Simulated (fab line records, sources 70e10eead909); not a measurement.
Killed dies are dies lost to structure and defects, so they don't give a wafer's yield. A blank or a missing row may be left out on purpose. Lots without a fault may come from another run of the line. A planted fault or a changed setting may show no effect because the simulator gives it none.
Which tool did it? | flow nand_harc | 24 lots, 72 wafers sampled, at 6 steps of a route of 1159

WHAT THE GAUGES READ, wafer by wafer
NHARC_A_CONTACT_CD_MEAS_80.
lot  | measured     | on        | cd_nm (nm)
L074 | day 16 16:17 | cd_sem-01 | 189.8 189.6 190.0
L075 | day 17 02:41 | cd_sem-01 | 190.0 190.5 190.6
L076 | day 17 03:07 | cd_sem-03 | 190.6 189.8 190.2
L078 | day 17 08:18 | cd_sem-03 | 190.1 190.2 190.2
L077 | day 17 09:28 | cd_sem-02 | 190.3 189.8 189.7
L079 | day 18 05:23 | cd_sem-02 | 189.1 189.1 189.2
L080 | day 18 16:16 | cd_sem-02 | 190.0 190.7 189.8
L081 | day 18 20:16 | cd_sem-02 | 189.5 189.3 189.6
L082 | day 18 22:56 | cd_sem-02 | 187.3 187.0 187.2
L083 | day 19 01:20 | cd_sem-02 | 189.8 190.2 190.2
L085 | day 19 13:55 | cd_sem-01 | 189.3 189.6 189.7
L086 | day 19 18:50 | cd_sem-02 | 189.5 189.0 188.6
L087 | day 19 20:08 | cd_sem-01 | 189.7 190.4 189.9
L089 | day 20 01:17 | cd_sem-03 | 191.4 190.6 191.0
L084 | day 20 02:05 | cd_sem-02 | 188.8 189.1 188.7
L088 | day 20 11:46 | cd_sem-03 | 188.7 189.5 189.6
L090 | day 20 15:10 | cd_sem-03 | 190.1 190.0 189.5
L091 | day 21 03:25 | cd_sem-03 | 189.1 189.1 189.5
L093 | day 21 06:58 | cd_sem-01 | 189.9 189.6 189.6
L094 | day 21 11:25 | cd_sem-01 | 190.2 190.9 190.3
L092 | day 21 17:32 | cd_sem-01 | 189.4 189.2 189.6
L097 | day 22 11:32 | cd_sem-01 | 190.4 190.0 189.9
L095 | day 22 14:32 | cd_sem-01 | 188.8 188.4 189.2
L096 | day 22 16:58 | cd_sem-02 | 189.3 188.8 189.4

NHARC_A_CONTACT_CD_MEAS_08: target cd 100 nm.
lot  | measured     | on        | cd_nm (nm)
L074 | day 16 19:24 | cd_sem-01 | 100.4 100.2 100.5
L075 | day 17 05:52 | cd_sem-02 | 100.2 100.2 100.7
L076 | day 17 06:20 | cd_sem-01 | 100.0 99.8 100.1
L078 | day 17 11:08 | cd_sem-02 | 100.3 99.6 99.6
L077 | day 17 13:53 | cd_sem-01 | 100.8 100.3 100.2
L079 | day 18 11:01 | cd_sem-01 | 100.3 99.9 100.2
L080 | day 18 19:39 | cd_sem-01 | 100.2 99.6 100.1
L081 | day 19 00:36 | cd_sem-02 | 100.8 100.2 100.1
L082 | day 19 03:58 | cd_sem-02 | 100.1 99.7 99.5
L083 | day 19 05:06 | cd_sem-01 | 100.0 100.1 100.2
L085 | day 19 16:53 | cd_sem-01 | 99.7 99.8 100.0
L086 | day 19 21:49 | cd_sem-03 | 99.9 99.9 99.8
L087 | day 19 23:26 | cd_sem-02 | 99.7 99.7 99.5
L089 | day 20 04:34 | cd_sem-03 | 99.8 100.1 100.0
L084 | day 20 05:01 | cd_sem-02 | 99.6 100.0 99.9
L088 | day 20 15:42 | cd_sem-03 | 100.1 99.8 100.0
L090 | day 20 19:47 | cd_sem-03 | 99.2 99.2 99.3
L091 | day 21 07:09 | cd_sem-02 | 99.8 100.2 100.4
L093 | day 21 09:55 | cd_sem-03 | 100.1 100.2 100.2
L094 | day 21 15:07 | cd_sem-02 | 99.9 99.8 100.1
L092 | day 21 20:23 | cd_sem-03 | 100.1 99.8 100.3
L097 | day 22 15:19 | cd_sem-01 | 99.9 99.3 99.5
L095 | day 22 19:13 | cd_sem-02 | 99.4 99.8 100.2
L096 | day 22 20:10 | cd_sem-01 | 99.9 99.8 99.6

NHARC_A_CONTACT_CD_MEAS_15.
lot  | measured     | on        | cd_nm (nm)
L074 | day 16 22:19 | cd_sem-02 | 90.7 90.9 90.3
L075 | day 17 08:21 | cd_sem-02 | 90.8 90.6 90.4
L076 | day 17 09:07 | cd_sem-02 | 90.1 90.0 90.5
L078 | day 17 13:39 | cd_sem-02 | 90.5 90.2 90.2
L077 | day 17 16:23 | cd_sem-03 | 89.9 89.8 89.7
L079 | day 18 13:55 | cd_sem-02 | 90.5 90.3 90.5
L080 | day 18 22:11 | cd_sem-02 | 90.9 90.6 91.0
L081 | day 19 03:11 | cd_sem-03 | 89.9 90.1 90.1
L082 | day 19 06:29 | cd_sem-02 | 89.4 90.4 89.4
L083 | day 19 07:42 | cd_sem-02 | 89.9 90.4 90.1
L085 | day 19 19:44 | cd_sem-02 | 91.0 89.8 90.4
L086 | day 20 01:49 | cd_sem-01 | 90.1 90.4 89.9
L087 | day 20 02:07 | cd_sem-03 | 89.9 90.0 90.2
L089 | day 20 07:18 | cd_sem-02 | 89.8 89.7 90.1
L084 | day 20 08:03 | cd_sem-02 | 89.8 90.0 90.2
L088 | day 20 18:12 | cd_sem-01 | 89.5 89.4 89.8
L090 | day 20 22:37 | cd_sem-02 | 90.0 89.7 89.9
L091 | day 21 09:41 | cd_sem-01 | 89.5 89.6 89.9
L093 | day 21 12:25 | cd_sem-02 | 90.3 89.7 90.3
L094 | day 21 17:38 | cd_sem-02 | 89.8 89.6 89.9
L092 | day 21 22:52 | cd_sem-02 | 90.5 91.1 90.5
L097 | day 22 18:26 | cd_sem-01 | 90.5 90.3 90.6
L095 | day 22 22:25 | cd_sem-03 | 90.8 91.0 90.4
L096 | day 22 23:11 | cd_sem-01 | 90.1 90.8 90.5

WHICH TOOL RAN EACH LOT (tool, then ch and the chambers of the sampled wafers, then the start)
lot  | NHARC_A_CONTACT_ETCH_126             | NHARC_A_CONTACT_ETCH_31                       | NHARC_A_CONTACT_ETCH_98
L074 | har_cap_etch-02 ch 0,1, day 16 14:25 | rie_diel-11 ch 0,1,2, day 16 22:19 or earlier | rie_diel-02 ch 0,1,2, day 16 22:19 or earlier
L075 | har_cap_etch-01 ch 0,1, day 17 00:31 | rie_diel-12 ch 0,3, day 17 08:21 or earlier   | rie_diel-11 ch 0,1,2, day 17 08:21 or earlier
L076 | har_cap_etch-02 ch 0,1, day 17 01:21 | rie_diel-11 ch 0,1,3, day 17 09:07 or earlier | rie_diel-11 ch 0,1,3, day 17 09:07 or earlier
L078 | har_cap_etch-03 ch 0,1, day 17 06:34 | rie_diel-12 ch 0,1,3, day 17 13:39 or earlier | rie_diel-02 ch 0,3, day 17 13:39 or earlier
L077 | har_cap_etch-01 ch 1, day 17 07:17   | rie_diel-12 ch 2,3, day 17 16:23 or earlier   | rie_diel-02 ch 0,1,2, day 17 16:23 or earlier
L079 | har_cap_etch-02 ch 0,1, day 18 03:36 | rie_diel-12 ch 0,1,2, day 18 13:55 or earlier | rie_diel-02 ch 0,1,2, day 18 13:55 or earlier
L080 | har_cap_etch-01 ch 0,1, day 18 14:23 | rie_diel-02 ch 0,1,2, day 18 22:11 or earlier | rie_diel-11 ch 0,3, day 18 22:11 or earlier
L081 | har_cap_etch-03 ch 0,1, day 18 18:31 | rie_diel-02 ch 0,1,3, day 19 03:11 or earlier | rie_diel-12 ch 2,3, day 19 03:11 or earlier
L082 | har_cap_etch-01 ch 0,1, day 18 21:10 | rie_diel-02 ch 0,1,3, day 19 06:29 or earlier | rie_diel-02 ch 0,2,3, day 19 06:29 or earlier
L083 | har_cap_etch-03 ch 0,1, day 18 23:25 | rie_diel-11 ch 0,1,2, day 19 07:42 or earlier | rie_diel-02 ch 0,1,3, day 19 07:42 or earlier
L085 | har_cap_etch-02 ch 0,1, day 19 12:07 | rie_diel-02 ch 0,3, day 19 19:39 or earlier   | rie_diel-12 ch 0,1, day 19 19:39
L086 | har_cap_etch-02 ch 0,1, day 19 17:04 | rie_diel-11 ch 0,2,3, day 20 01:49 or earlier | rie_diel-11 ch 0,1,3, day 20 01:49 or earlier
L087 | har_cap_etch-03 ch 0, day 19 18:22   | rie_diel-02 ch 1,2,3, day 20 02:07 or earlier | rie_diel-11 ch 0,1,3, day 20 02:07 or earlier
L089 | har_cap_etch-02 ch 0,1, day 19 23:33 | rie_diel-02 ch 0,1, day 20 07:18 or earlier   | rie_diel-02 ch 0,3, day 20 07:18 or earlier
L084 | har_cap_etch-01 ch 0,1, day 19 23:59 | rie_diel-12 ch 1,2,3, day 20 08:03 or earlier | rie_diel-02 ch 1,2,3, day 20 08:03 or earlier
L088 | har_cap_etch-01 ch 0,1, day 20 09:58 | rie_diel-02 ch 0,2, day 20 18:12 or earlier   | rie_diel-11 ch 0,1,3, day 20 18:12 or earlier
L090 | har_cap_etch-03 ch 0,1, day 20 13:24 | rie_diel-02 ch 0,1,3, day 20 22:37 or earlier | rie_diel-11 ch 0,1,2, day 20 22:37 or earlier
L091 | har_cap_etch-03 ch 0,1, day 21 01:41 | rie_diel-02 ch 2,3, day 21 09:41 or earlier   | rie_diel-02 ch 0,1, day 21 09:41 or earlier
L093 | har_cap_etch-02 ch 0,1, day 21 04:11 | rie_diel-12 ch 0,3, day 21 12:25 or earlier   | rie_diel-02 ch 0,1,3, day 21 12:25 or earlier
L094 | har_cap_etch-02 ch 0,1, day 21 09:11 | rie_diel-11 ch 1,3, day 21 17:38 or earlier   | rie_diel-11 ch 1,2,3, day 21 17:38 or earlier
L092 | har_cap_etch-03 ch 0,1, day 21 15:43 | rie_diel-02 ch 2,3, day 21 22:52 or earlier   | rie_diel-02 ch 1,3, day 21 22:52 or earlier
L097 | har_cap_etch-03 ch 0,1, day 22 09:43 | rie_diel-12 ch 1,3, day 22 18:26 or earlier   | rie_diel-12 ch 2,3, day 22 18:26 or earlier
L095 | har_cap_etch-03 ch 0,1, day 22 12:45 | rie_diel-02 ch 1,2,3, day 22 22:25 or earlier | rie_diel-11 ch 0,2,3, day 22 22:25 or earlier
L096 | har_cap_etch-02 ch 0,1, day 22 15:09 | rie_diel-12 ch 0,2,3, day 22 23:11 or earlier | rie_diel-12 ch 0,2,3, day 22 23:11 or earlier
- NHARC_A_CONTACT_ETCH_126: etches the open film in C4F8/O2/Ar, time 155 s, target depth 956 nm.
- NHARC_A_CONTACT_ETCH_31: etches the open film in O2/COS, target depth 2000 nm, time 520 s.
- NHARC_A_CONTACT_ETCH_98: etches the open film in C4F6/O2, target depth 20 nm, time 10 s.

WHAT THE TOOLS THEMSELVES READ (means of the sampled wafers that have a number; where no wafer has one, the mark that the record gives instead)
NHARC_A_CONTACT_ETCH_31.
lot  | tool        | cos_flow_sccm (sccm) | drypump_motor_current_A (A) | o2_flow_sccm (sccm) | oes_product_au (a.u.) | rf_vpp_V (V) | showerhead_plenum_p_Torr (Torr) | throttle_valve_pct (%)
L074 | rie_diel-11 | 20.06                | 5.4                         | 399.0               | 0.995                 | 314.7        | 3.19                            | 28.332
L075 | rie_diel-12 | 20.03                | 5.9                         | 398.9               | 0.997                 | 315.8        | 3.18                            | 28.333
L076 | rie_diel-11 | 19.99                | 5.8                         | 399.6               | 1.004                 | 315.0        | 3.21                            | 28.333
L078 | rie_diel-12 | 19.99                | 5.6                         | 399.0               | 1.006                 | 313.6        | 3.09                            | 28.324
L077 | rie_diel-12 | 20.03                | 5.8                         | 400.4               | 1.005                 | 313.7        | 3.14                            | 28.330
L079 | rie_diel-12 | 20.00                | 5.5                         | 401.1               | 1.001                 | 313.1        | 3.05                            | 28.323
L080 | rie_diel-02 | 20.03                | 5.6                         | 400.9               | 0.992                 | 313.9        | 3.13                            | 28.326
L081 | rie_diel-02 | 19.93                | 5.7                         | 400.3               | 0.991                 | 315.4        | 3.23                            | 28.329
L082 | rie_diel-02 | 19.99                | 5.7                         | 400.9               | 1.000                 | 316.6        | 3.23                            | 28.321
L083 | rie_diel-11 | 20.04                | 5.4                         | 399.7               | 1.001                 | 316.0        | 3.18                            | 28.327
L085 | rie_diel-02 | 19.99                | 6.1                         | 400.7               | 0.990                 | 316.2        | 3.27                            | 28.334
L086 | rie_diel-11 | 19.96                | 5.3                         | 400.0               | 0.998                 | 317.0        | 3.30                            | 28.327
L087 | rie_diel-02 | 19.98                | 5.4                         | 400.1               | 0.998                 | 314.1        | 3.11                            | 28.324
L089 | rie_diel-02 | 19.93                | 5.4                         | 399.9               | 0.993                 | 315.4        | 3.21                            | 28.332
L084 | rie_diel-12 | 20.01                | 5.6                         | 400.9               | 0.988                 | 314.6        | 3.08                            | 28.329
L088 | rie_diel-02 | 20.00                | 6.0                         | 399.8               | 0.996                 | 314.0        | 3.16                            | 28.329
L090 | rie_diel-02 | 19.97                | 5.7                         | 399.6               | 0.999                 | 315.4        | 3.23                            | 28.334
L091 | rie_diel-02 | 20.03                | 5.7                         | 399.1               | 1.003                 | 313.4        | 3.13                            | 28.329
L093 | rie_diel-12 | 19.97                | 5.8                         | 399.9               | 1.001                 | 314.4        | 3.12                            | 28.329
L094 | rie_diel-11 | 19.95                | 6.2                         | 400.1               | 1.001                 | 312.5        | 3.05                            | 28.332
L092 | rie_diel-02 | 20.11                | 5.7                         | 399.5               | 0.994                 | 314.2        | 3.13                            | 28.338
L097 | rie_diel-12 | 20.01                | 5.3                         | 400.0               | 0.985                 | 312.1        | 3.02                            | 28.327
L095 | rie_diel-02 | 20.00                | 5.4                         | 400.0               | 0.993                 | 313.5        | 3.10                            | 28.332
L096 | rie_diel-12 | 20.02                | 5.9                         | 399.7               | 0.999                 | 314.4        | 3.11                            | 28.335

NHARC_A_CONTACT_ETCH_98.
lot  | tool        | drypump_motor_current_A (A) | o2_flow_sccm (sccm) | oes_product_au (a.u.) | rf_vpp_V (V) | showerhead_plenum_p_Torr (Torr) | throttle_valve_pct (%)
L074 | rie_diel-02 | 5.6                         | 20.03               | 0.972                 | 546          | 3.93                            | 26.912
L075 | rie_diel-11 | 5.4                         | 20.01               | 0.952                 | 549          | 4.01                            | 26.903
L076 | rie_diel-11 | 5.8                         | 20.01               | 0.949                 | 549          | 4.03                            | 26.902
L078 | rie_diel-02 | 6.1                         | 20.03               | 0.941                 | 550          | 4.10                            | 26.909
L077 | rie_diel-02 | 5.6                         | 20.02               | 0.947                 | 547          | 3.93                            | 26.898
L079 | rie_diel-02 | 5.6                         | 20.02               | 0.963                 | 548          | 3.93                            | 26.900
L080 | rie_diel-11 | 5.4                         | 20.04               | 0.960                 | 552          | 4.19                            | 26.895
L081 | rie_diel-12 | 5.9                         | 19.94               | 0.943                 | 548          | 3.98                            | 26.908
L082 | rie_diel-02 | 5.9                         | 19.97               | 0.955                 | 547          | 3.96                            | 26.910
L083 | rie_diel-02 | 5.7                         | 19.95               | 0.940                 | 550          | 4.06                            | 26.908
L085 | rie_diel-12 | 5.3                         | 19.96               | 0.976                 | 544          | 3.77                            | 26.903
L086 | rie_diel-11 | 5.8                         | 20.01               | 0.938                 | 548          | 4.01                            | 26.895
L087 | rie_diel-11 | 5.8                         | 19.99               | 0.948                 | 548          | 4.01                            | 26.906
L089 | rie_diel-02 | 6.0                         | 19.99               | 0.954                 | 550          | 4.08                            | 26.911
L084 | rie_diel-02 | 5.4                         | 19.99               | 0.941                 | 546          | 3.90                            | 26.902
L088 | rie_diel-11 | 5.8                         | 20.00               | 0.961                 | 549          | 4.01                            | 26.902
L090 | rie_diel-11 | 5.4                         | 19.99               | 0.957                 | 548          | 3.99                            | 26.905
L091 | rie_diel-02 | 5.8                         | 19.94               | 0.933                 | 550          | 4.07                            | 26.906
L093 | rie_diel-02 | 5.7                         | 19.98               | 0.947                 | 549          | 4.05                            | 26.897
L094 | rie_diel-11 | 5.7                         | 19.98               | 0.978                 | 547          | 3.95                            | 26.905
L092 | rie_diel-02 | 5.5                         | 19.96               | 0.948                 | 549          | 4.03                            | 26.900
L097 | rie_diel-12 | 5.9                         | 19.99               | 0.994                 | 546          | 3.92                            | 26.902
L095 | rie_diel-11 | 5.3                         | 20.02               | 0.980                 | 551          | 4.12                            | 26.895
L096 | rie_diel-12 | 5.8                         | 20.05               | 0.955                 | 546          | 3.91                            | 26.897

THE ANSWER, worked out from the rows above alone
Rule: what is usual is taken from the lots themselves. Put in order of their means at a reading, lots are off if they are a third of the lots or fewer, leave a main group of 4 or more, and stand apart from it by a gap of 3 or more times the standard deviation of the main group's means; of several such gaps the widest counts. A main group whose means are all the same, to the digits that the tables above print for the reading, isn't used. A lot without any number at a reading at which 4 lots or more have one is off too. The other lots that the step has rows for count as sound. The gauges are gone through in route order, then the tools' own readings, and for those a lot's mean is taken as printed above. The first step at which some lot is off is used, and at that step the reading that is off furthest; a lot without a number counts as furthest.
No lot is off at any reading shown: from this, nothing can be told.

WHAT THE SIMULATOR HAD PUT IN
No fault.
